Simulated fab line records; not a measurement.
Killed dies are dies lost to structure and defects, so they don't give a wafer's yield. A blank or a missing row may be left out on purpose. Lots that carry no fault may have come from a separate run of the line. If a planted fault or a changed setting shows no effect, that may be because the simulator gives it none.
Which tool did it? || flow nand_harc || 6 lots, 17 wafers sampled, at 4 steps of a route of 1302

== WHAT THE GAUGES READ, wafer by wafer ==
NHARC_END_SORT_01.
{"lot": "L897", "measured": "day 27 22:08", "on": "prober-01", "killed_dies": "63 76 61"}
{"lot": "L900", "measured": "day 29 09:41", "on": "prober-01", "killed_dies": "81 82 63"}
{"lot": "L904", "measured": "day 30 11:58", "on": "prober-02", "killed_dies": "43 155 34"}
{"lot": "L908", "measured": "day 32 20:09", "on": "prober-01", "killed_dies": "76 218"}

== EACH LOT AND THE TOOL THAT RAN IT (in order: tool; ch and the chambers of the sampled wafers; start) ==
{"lot": "L895", "NHARC_A_CHANNEL_HOLE_D1_ETCH_39": "rie_diel-10 ch 0,1,2, day 10 11:54", "NHARC_A_CHANNEL_HOLE_D1_ETCH_23": "har_etch-01 ch 0,1, day 10 14:19", "NHARC_A_CHANNEL_HOLE_D1_ETCH_24": "har_etch-01 ch 0,1, day 10 15:01"}
{"lot": "L897", "NHARC_A_CHANNEL_HOLE_D1_ETCH_39": "rie_diel-10 ch 0,2,3, day 11 19:10", "NHARC_A_CHANNEL_HOLE_D1_ETCH_23": "har_etch-02 ch 0,1, day 11 21:59", "NHARC_A_CHANNEL_HOLE_D1_ETCH_24": "har_etch-02 ch 0,1, day 11 22:41"}
{"lot": "L900", "NHARC_A_CHANNEL_HOLE_D1_ETCH_39": "rie_diel-02 ch 0,1,3, day 12 23:56", "NHARC_A_CHANNEL_HOLE_D1_ETCH_23": "har_etch-02 ch 0,1, day 13 02:32", "NHARC_A_CHANNEL_HOLE_D1_ETCH_24": "har_etch-02 ch 0,1, day 13 03:14"}
{"lot": "L901", "NHARC_A_CHANNEL_HOLE_D1_ETCH_39": "rie_diel-10 ch 0,1,3, day 13 09:41", "NHARC_A_CHANNEL_HOLE_D1_ETCH_23": "har_etch-02 ch 0,1, day 13 12:13", "NHARC_A_CHANNEL_HOLE_D1_ETCH_24": "har_etch-02 ch 0,1, day 13 12:55"}
{"lot": "L904", "NHARC_A_CHANNEL_HOLE_D1_ETCH_39": "rie_diel-10 ch 0,2, day 14 12:27", "NHARC_A_CHANNEL_HOLE_D1_ETCH_23": "har_etch-01 ch 0,1, day 14 16:59", "NHARC_A_CHANNEL_HOLE_D1_ETCH_24": "har_etch-01 ch 0,1, day 14 17:41"}
{"lot": "L908", "NHARC_A_CHANNEL_HOLE_D1_ETCH_39": "rie_diel-10 ch 3, day 16 00:05", "NHARC_A_CHANNEL_HOLE_D1_ETCH_23": "har_etch-02 ch 0,1, day 16 02:50", "NHARC_A_CHANNEL_HOLE_D1_ETCH_24": "har_etch-02 ch 0,1, day 16 03:34"}
- NHARC_A_CHANNEL_HOLE_D1_ETCH_39: etches the open film in N2/H2, target depth 260 nm, time 325 s.
- NHARC_A_CHANNEL_HOLE_D1_ETCH_23: etches the open film in C4F8/O2/Ar, time 819 s, target depth 1600 nm.
- NHARC_A_CHANNEL_HOLE_D1_ETCH_24: etches the open film in C4F8/O2/Ar, time 906.2 s, target depth 1500 nm.

== THE ANSWER, worked out from the rows above alone ==
Rule: what is usual is taken from the lots themselves. Put in order of their means at a reading, lots are off if they are a third of the lots or fewer, leave a main group of 4 or more, and stand apart from it by a gap of 3 or more times the standard deviation of the main group's means; of several such gaps the widest counts. If all means in a main group match to the digits the tables above print for the reading, that group is not used. Also off: a lot with no number at a reading for which 4 or more lots have one. Where the step has rows for the other lots, those lots are counted as sound.
None of the lots is off at any reading shown; this tells nothing.

== WHAT THE SIMULATOR HAD PUT IN ==
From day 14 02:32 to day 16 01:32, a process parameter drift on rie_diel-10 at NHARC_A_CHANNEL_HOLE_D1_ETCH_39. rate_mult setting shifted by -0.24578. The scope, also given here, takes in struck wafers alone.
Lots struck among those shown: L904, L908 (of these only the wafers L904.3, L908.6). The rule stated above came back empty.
